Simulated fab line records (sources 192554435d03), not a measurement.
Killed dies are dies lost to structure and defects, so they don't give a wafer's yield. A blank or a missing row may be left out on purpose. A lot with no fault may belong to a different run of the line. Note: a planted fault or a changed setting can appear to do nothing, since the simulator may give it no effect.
Split-lot trial | flow n5 finfet | route with 1938 steps; 7 lots, 21 wafers read

ON THE SPLIT
At N5_BEOL_M15_PEB_26 (peb time 90 s), the setting peb temp c was moved away from the recipe's 130 C on 5 of the 21 wafers read, by -1.8% to +1.5%. The other wafers ran this setting at the recipe's value.

FROM THE SPLIT TO THE READING: what the file shows between them, 2 steps
- N5_BEOL_M15_DEVELOP_27: develop time 45 s (also split here: develop time s)
- N5_BEOL_M15_HARDBAKE_32: time 120 s

THE READING
cd nm at N5_BEOL_M15_CD_MEAS_28, given in nm (cd target 407.6 nm). On this fab line, fault-free wafers typically give 407.6 nm with a standard deviation of 1.6 nm.

wafer  | tool, chamber at the split | peb temp c as run, C | against the recipe | cd nm, nm | against lot-mates on the recipe
L077.2 | litho track-05, 0          | 130                  | recipe             | 405.6     | -
L077.4 | litho track-05, 0          | 130                  | recipe             | 407.4     | -
L077.6 | litho track-05, 0          | 130                  | recipe             | 404.9     | -
L081.1 | litho track-03, 0          | 130                  | recipe             | 407.5     | -
L081.2 | litho track-03, 0          | 130                  | recipe             | 407.6     | -
L081.3 | litho track-03, 0          | 130                  | recipe             | 408.3     | -
L087.1 | litho track-03, 0          | 132                  | +1.5%              | 416.5     | +9.2
L087.3 | litho track-03, 0          | 132                  | +1.5%              | 417.1     | +9.8
L087.6 | litho track-03, 0          | 130                  | recipe             | 407.3     | -
L089.2 | litho track-02, 0          | 130                  | recipe             | 407.3     | -
L089.3 | litho track-02, 0          | 130                  | recipe             | 406.4     | -
L089.4 | litho track-02, 0          | 130                  | recipe             | 403.4     | -
L088.3 | litho track-02, 0          | 130                  | recipe             | 407.1     | -
L088.4 | litho track-02, 0          | 130                  | recipe             | 409.9     | -
L088.5 | litho track-02, 0          | 130                  | recipe             | 406.1     | -
L094.2 | litho track-03, 0          | 127.6                | -1.8%              | 398.1     | -10.5
L094.5 | litho track-03, 0          | 130                  | recipe             | 407.9     | -
L094.6 | litho track-03, 0          | 130                  | recipe             | 409.3     | -
L097.1 | litho track-05, 0          | 128                  | -1.5%              | 397.6     | -8.8
L097.2 | litho track-05, 0          | 128                  | -1.5%              | 399.3     | -7.1
L097.3 | litho track-05, 0          | 130                  | recipe             | 406.4     | -

FIT RESULTS
A straight line over all 21 wafers: cd nm changes by +5.69 nm for each +1% of peb temp c; r = +0.95; the points scatter about the line by 1.5 nm.
The same after taking each lot's own level away (the mean of its wafers on the recipe; 21 wafers): +5.7 nm for each +1%; r = +0.97; scatter 1.1 nm.
On that fit, the largest move of peb temp c shifts the reading by 11 nm.
Across the lots, their own levels run from 405.70 to 408.60 nm, a range of 1.8 times the standard deviation given above.
Hence the lot-to-lot level has little effect on the slope; both slopes agree.
Check: for one of the wafers moved furthest among these (-1.8%), held out of the fit, the line's prediction against its lot-mates is -10.3 nm. It came out at -10.5 nm against them.

THESE WAFERS: OTHER SPLITS
Note: prior to the reading, these wafers also went through further splits. Each is held against what the fit with the lots' levels taken away leaves over:
other split on the same wafers        | wafers away from the commonest value | r with cd nm (lot level and that fit taken away)
N5_BEOL_M12_SPUTTER_44 time s         | 6                                    | -0.01
N5_BEOL_M13_COAT_04 spin rpm          | 9                                    | +0.01
N5_BEOL_M14_ILD_DEP_00 time s         | 7                                    | -0.05
N5_BEOL_M14_COAT_04 spin rpm          | 7                                    | +0.11
N5_BEOL_M15_DEVELOP_27 develop time s | 5                                    | +0.07

THE WHOLE CHAIN: every reading that the file lists as answering this split, in the file's order
step                   | what it does                                                            | reading                                                         | change (the file's fit)              | r (the file's)
N5_BEOL_M15_CD_MEAS_28 | target cd 407.6 nm                                                      | cd nm                                                           | +5.66 nm for each +1% of the setting | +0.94
N5_BEOL_M15_DESCUM_33  | chemistry O2, time 7.9 s                                                | BEOL_M15.cd nm (the simulator's own value, which no gauge read) | +5.92 nm for each +1% of the setting | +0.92
N5_BEOL_M15_ETCH_61    | etches BARC in N2/H2, target depth 89 nm, overetch 26.7 nm, time 67.9 s | BEOL_M15.cd nm (the simulator's own value, which no gauge read) | +5.73 nm for each +1% of the setting | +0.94

FILE'S OWN FIT
cd nm changes by +5.66 nm for each +1% of peb temp c, r = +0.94.
